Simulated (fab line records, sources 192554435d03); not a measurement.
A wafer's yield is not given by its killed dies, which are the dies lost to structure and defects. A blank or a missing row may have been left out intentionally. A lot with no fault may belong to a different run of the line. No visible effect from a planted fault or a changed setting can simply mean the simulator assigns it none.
Chamber matching | flow n5_finfet | N5_BEOL_M5_DESCUM_16 on rie_diel-02 has 4 sister chambers
The step chemistry O2, time 7 s. 14 wafers are shown with their chamber, then 7 later ones without.

== EACH WAFER AND ITS CHAMBER ==
wafer  | chamber | drypump_motor_current_A (A) | showerhead_plenum_p_Torr (Torr) | throttle_valve_pct (%)
L074.1 | 1       | 6.0                         | 1.99                            | 19.98
L074.2 | 0       | 5.1                         | 2.10                            | 20.49
L074.4 | 2       | 5.9                         | 2.06                            | 20.48
L077.1 | 3       | 5.5                         | 2.17                            | 20.32
L077.2 | 2       | 5.9                         | 2.06                            | 20.48
L077.5 | 1       | 6.0                         | 1.99                            | 20.00
L078.2 | 0       | 5.0                         | 2.10                            | 20.51
L078.3 | 1       | 6.0                         | 1.99                            | 20.01
L078.5 | 0       | 5.0                         | 2.10                            | 20.50
L079.1 | 2       | 5.9                         | 2.05                            | 20.51
L079.2 | 1       | 6.0                         | 1.99                            | 20.00
L079.6 | 0       | 5.0                         | 2.10                            | 20.49
L089.3 | 1       | 6.0                         | 1.98                            | 20.02
L089.4 | 0       | 5.0                         | 2.09                            | 20.52

SIGNATURES (means of the wafers above)
reading                  | chamber 0 | chamber 1 | chamber 2 | chamber 3 | scatter within a chamber
drypump_motor_current_A  | 5.020     | 6.000     | 5.900     | 5.500     | 0.0283
showerhead_plenum_p_Torr | 2.0980    | 1.9880    | 2.0567    | 2.1700    | 0.00476
throttle_valve_pct       | 20.5020   | 20.0020   | 20.4900   | 20.3200   | 0.0147
Rule: distance of a wafer from a chamber = root of the sum over the readings of ((wafer's reading minus chamber's mean) / reading's scatter) squared. If the next closest chamber is less than 2 further off than the closest, the wafer can't be placed; otherwise it belongs to the closest. How the scatter is found: for the shown wafers, subtract from each reading the mean of its chamber, square and add these, divide the total by (wafers less chambers), then take the root.

== WAFERS MISSING THEIR CHAMBER ==
wafer  | drypump_motor_current_A (A) | showerhead_plenum_p_Torr (Torr) | throttle_valve_pct (%)
L089.6 | 5.5                         | 2.16                            | 20.35
L090.4 | 6.0                         | 1.98                            | 20.02
L090.5 | 5.5                         | 2.16                            | 20.38
L090.6 | 5.1                         | 2.09                            | 20.54
L095.1 | 5.1                         | 2.09                            | 20.56
L095.3 | 5.9                         | 2.04                            | 20.56
L095.5 | 6.0                         | 1.98                            | 20.05

== CHAMBER TAKEN BY EACH ==
wafer  | from the rows above | in truth
L089.6 | 3                   | 3
L090.4 | 1                   | 1
L090.5 | 3                   | 3
L090.6 | 0                   | 0
L095.1 | 0                   | 0
L095.3 | 2                   | 2
L095.5 | 1                   | 1
Correct placement for 7 of the 7. Number that these rows cannot place: 0. Number placed wrongly: 0.
